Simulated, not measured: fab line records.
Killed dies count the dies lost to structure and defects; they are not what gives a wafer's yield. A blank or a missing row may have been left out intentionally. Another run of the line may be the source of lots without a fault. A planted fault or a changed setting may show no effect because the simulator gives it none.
Problem report in the 8D (eight disciplines) form, filled by code :: flow n5Finfet :: the parts of the form that need people (team, actions taken, sign-off) are left out

## 1. WHAT WENT WRONG
Wafers without a fault read 1500.0 rpm, standard deviation 1.1; spinSpeedRpm at N5_BEOL_M1_COAT_61 reads a mean of 1580.1 rpm on 6 wafers belonging to 2 lots. Relative to the usual mean, that is a shift of +73 standard deviations.
The step: time 60 s, resist thk 60 nm.
The first sign was on wafer L958.2 at day 8 10:41, on lithoTrack-01. Wafers with a number at this step in the record: 12, from 4 lots. By rule, "out" or "out of limits" means more than 4 standard deviations away from the usual mean. All remaining wafers that have a number are taken as sound.

## 2. WHAT IT IS, AND WHAT IT ISN'T
question: which readings at this step
is: spinSpeedRpm
is not: heaterPowerTotalW

question: which lots
is: L958, L959
is not: L948, L971

question: which wafers of those lots
is: all that have a number
is not: -

question: read on which tools
is: lithoTrack-01
is not: lithoTrack-05

question: when
is: from day 8 10:41
is not: up to then (3 sound wafers); but 3 sound wafers of L971 came after

## 3. WHAT RULES OUT EACH SUSPECT
Counting: any tool at a process step up to the reading is kept as a suspect provided that every lot that is out went through it and no sound lot did after the first of them.
- lithoTrack-01 at N5_BEOL_M1_COAT_61 (time 60 s, resist thk 60 nm): kept. All lots that are out passed through it, beginning with L958 at day 8 10:41, and no sound lot followed; its final sound lot before that point was L948 at day 6 05:34. Out on those wafers are its own readings of spinSpeedRpm.
Left after counting: lithoTrack-01 at N5_BEOL_M1_COAT_61.

## 4. THE CAUSE (what the simulator had put in)
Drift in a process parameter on lithoTrack-01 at N5_BEOL_M1_COAT_61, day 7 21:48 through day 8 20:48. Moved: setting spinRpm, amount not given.
Only this tool survived the counting.

## 5. THE EFFECT CHAIN, in route order
Each row: a reading where the mean over the struck wafers with a number is more than 3 standard deviations away from the usual. Only readings for which the record gives a usual standard deviation are gone through. hours: the time from each lot's start at the first step in this table that gives one to its start at this step, as a median over the lots. sigmas: the change in usual standard deviations.
hours: 0
step: N5_BEOL_M1_COAT_61
reading: spinSpeedRpm
usual: 1500.0 rpm
on struck wafers: 1580.1
change: +80.1
sigmas: +73
Process steps it contains:
- N5_BEOL_M1_COAT_61: time 60 s, resist thk 60 nm.
Later measuring or inspecting steps at which every struck wafer that the step has a row for has a number for every such reading, and none has moved that far: N5_BEOL_M4_RC_MEAS_101.

## 6. HOW IT WOULD HAVE BEEN CAUGHT EARLIER
In this record the first reading out of limits was taken at day 8 10:41, 13 hours after the fault began at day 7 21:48.
